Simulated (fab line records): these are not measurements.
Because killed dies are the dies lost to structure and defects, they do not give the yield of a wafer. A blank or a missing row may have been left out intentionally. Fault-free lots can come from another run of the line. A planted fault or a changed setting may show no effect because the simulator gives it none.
Matching of chambers | flow n5Finfet | N5_SD_EPI_P_ETCH_37 on rieDiel-03 has 4 sister chambers
The step etches SOC in N2/H2, overetch 108 nm, time 486 s. 16 wafers are shown with their chamber, then 8 later ones without.

## EACH WAFER AND ITS CHAMBER
wafer  | chamber | showerheadPlenumPTorr (Torr) | drypumpMotorCurrentA (A) | oesProductAu (a.u.)
L080.1 | 1       | 2.69                         | 6.0                      | 0.74
L080.4 | 2       | 2.46                         | 5.2                      | 0.69
L080.6 | 1       | 2.69                         | 6.0                      | 0.74
L082.1 | 0       | 2.70                         | 5.2                      | 0.76
L082.4 | 1       | 2.69                         | 6.0                      | 0.73
L082.5 | 3       | 2.65                         | 5.8                      | 0.63
L085.2 | 1       | 2.68                         | 6.0                      | 0.73
L085.4 | 2       | 2.45                         | 5.2                      | 0.68
L085.6 | 2       | 2.45                         | 5.2                      | 0.69
L087.1 | 3       | 2.64                         | 5.9                      | 0.62
L087.2 | 2       | 2.45                         | 5.2                      | 0.68
L087.6 | 3       | 2.64                         | 5.9                      | 0.62
L090.2 | 0       | 2.70                         | 5.3                      | 0.74
L090.3 | 3       | 2.64                         | 5.9                      | 0.62
L090.4 | 0       | 2.70                         | 5.3                      | 0.75
L093.1 | 3       | 2.64                         | 5.9                      | 0.62

SIGNATURES (averages over the wafers above)
reading               | chamber 0 | chamber 1 | chamber 2 | chamber 3 | scatter within a chamber
showerheadPlenumPTorr | 2.7000    | 2.6875    | 2.4525    | 2.6420    | 0.00438
drypumpMotorCurrentA  | 5.267     | 6.000     | 5.200     | 5.880     | 0.035
oesProductAu          | 0.7500    | 0.7350    | 0.6850    | 0.6220    | 0.00632
Rule: for each reading, subtract the chamber's mean from the wafer's reading, divide by that reading's scatter and square the result; add these up over the readings and take the root, which gives the wafer's distance from the chamber. If the next closest chamber is less than 2 further off than the closest, the wafer can't be placed; otherwise it belongs to the closest. How the scatter is found: for the shown wafers, subtract from each reading the mean of its chamber, square and add these, divide the total by (wafers less chambers), then take the root.

## WAFERS WITH NO CHAMBER GIVEN
wafer  | showerheadPlenumPTorr (Torr) | drypumpMotorCurrentA (A) | oesProductAu (a.u.)
L093.2 | 2.68                         | 6.0                      | 0.73
L093.3 | 2.69                         | 5.2                      | 0.75
L095.2 | 2.69                         | 5.3                      | 0.74
L095.4 | 2.68                         | 6.0                      | 0.72
L095.5 | 2.68                         | 6.0                      | 0.72
L096.1 | 2.64                         | 5.9                      | 0.61
L096.2 | 2.44                         | 5.2                      | 0.67
L096.4 | 2.68                         | 6.0                      | 0.72

## EACH ONE'S CHAMBER
wafer  | from the rows above | in truth
L093.2 | 1                   | 1
L093.3 | 0                   | 0
L095.2 | 0                   | 0
L095.4 | 1                   | 1
L095.5 | 1                   | 1
L096.1 | 3                   | 3
L096.2 | 2                   | 2
L096.4 | 1                   | 1
Correct placement for 8 of the 8. Number that these rows cannot place: 0. Placed wrongly: 0.
